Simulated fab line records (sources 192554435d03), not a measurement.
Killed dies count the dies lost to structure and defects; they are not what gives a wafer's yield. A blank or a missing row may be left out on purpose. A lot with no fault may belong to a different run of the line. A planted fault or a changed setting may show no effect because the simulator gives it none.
Split-lot experiment	flow n5-finfet	on a route of 1938 steps: 7 lots, 21 wafers read

== SPLIT DETAILS ==
At N5_PMOS_HMC_CHANNEL_EPI_COAT_03 (resist thk 205 nm), the setting spin-rpm was moved away from the recipe's 1500 rpm on 6 of the 21 wafers read, by -9.0% to +3.5%. All remaining wafers had this setting at the recipe value.

No step appears in the file between the split and the reading.

== THE READING ==
CAR-ArF-block_of_PMOS_HMC_CHANNEL_EPI_COAT_03.thk-nm (the simulator's own value, which no gauge read), in nm, at N5_PMOS_HMC_CHANNEL_EPI_DESCUM_14 (chemistry O2, time 7.9 s). The file does not state a usual value for it. Across the 15 wafers here that went through the recipe, the average is 198.1 nm and the standard deviation 0.71 nm.

wafer	tool, chamber at the split	spin-rpm as run, rpm	against the recipe	CAR-ArF-block_of_PMOS_HMC_CHANNEL_EPI_COAT_03.thk-nm, nm	against lot-mates on the recipe
L082.2	litho-track-02, 0	1431	-4.6%	202.8	+4.8
L082.3	litho-track-02, 0	1500	recipe	197.7	-
L082.5	litho-track-02, 0	1500	recipe	198.3	-
L083.4	litho-track-02, 0	1543	+2.9%	195.8	-3.9
L083.5	litho-track-02, 0	1500	recipe	199.7	-
L083.6	litho-track-02, 0	1543	+2.9%	196.1	-3.6
L084.2	litho-track-04, 0	1500	recipe	198.6	-
L084.4	litho-track-04, 0	1500	recipe	199.3	-
L084.5	litho-track-04, 0	1552	+3.5%	196.5	-2.4
L085.2	litho-track-04, 0	1500	recipe	197.6	-
L085.3	litho-track-04, 0	1500	recipe	198.1	-
L085.5	litho-track-04, 0	1500	recipe	197.9	-
L088.1	litho-track-03, 0	1500	recipe	197.1	-
L088.2	litho-track-03, 0	1500	recipe	197.3	-
L088.5	litho-track-03, 0	1500	recipe	197.2	-
L093.1	litho-track-03, 0	1500	recipe	198.6	-
L093.3	litho-track-03, 0	1500	recipe	197.7	-
L093.4	litho-track-03, 0	1500	recipe	198.2	-
L096.1	litho-track-03, 0	1365	-9.0%	208.3	+10.2
L096.3	litho-track-03, 0	1500	recipe	198.1	-
L096.4	litho-track-03, 0	1365	-9.0%	207.6	+9.5

FIT RESULTS
A straight line over all 21 wafers: CAR-ArF-block_of_PMOS_HMC_CHANNEL_EPI_COAT_03.thk-nm changes by -1.01 nm for each +1% of spin-rpm; r = -0.97; the points scatter about the line by 0.82 nm.
The same after taking each lot's own level away (the mean of its wafers on the recipe; 21 wafers): -1.08 nm for each +1%; r = -0.99; scatter 0.45 nm.
According to that fit, moving spin-rpm by its largest amount changes the reading by 9.8 nm.
From 197.20 to 199.70 nm: that is the span of the lots' own levels, equal to 3.5 times the standard deviation above.
The two slopes agree, so the slope changes little with the lot-to-lot level.
Check: +9.47 nm against its lot-mates is what the line predicts for one of the wafers moved furthest among these (-9.0%) when that wafer is left out of the fit. It came out at +10.2 nm against them.

== THE WHOLE CHAIN: every reading that the file lists as answering this split, in the file's order ==
step	what it does	reading	change (the file's fit)	r (the file's)
N5_PMOS_HMC_CHANNEL_EPI_COAT_03	resist thk 205 nm	CAR-ArF-block_of_PMOS_HMC_CHANNEL_EPI_COAT_03.thk-nm (the simulator's own value, which no gauge read)	-1.04 nm for each +1% of the setting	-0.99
N5_PMOS_HMC_CHANNEL_EPI_DESCUM_14	chemistry O2, time 7.9 s	CAR-ArF-block_of_PMOS_HMC_CHANNEL_EPI_COAT_03.thk-nm (the simulator's own value, which no gauge read)	-1.06 nm for each +1% of the setting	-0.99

== THE FILE'S OWN FIT ==
CAR-ArF-block_of_PMOS_HMC_CHANNEL_EPI_COAT_03.thk-nm changes by -1.06 nm for each +1% of spin-rpm, r = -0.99.
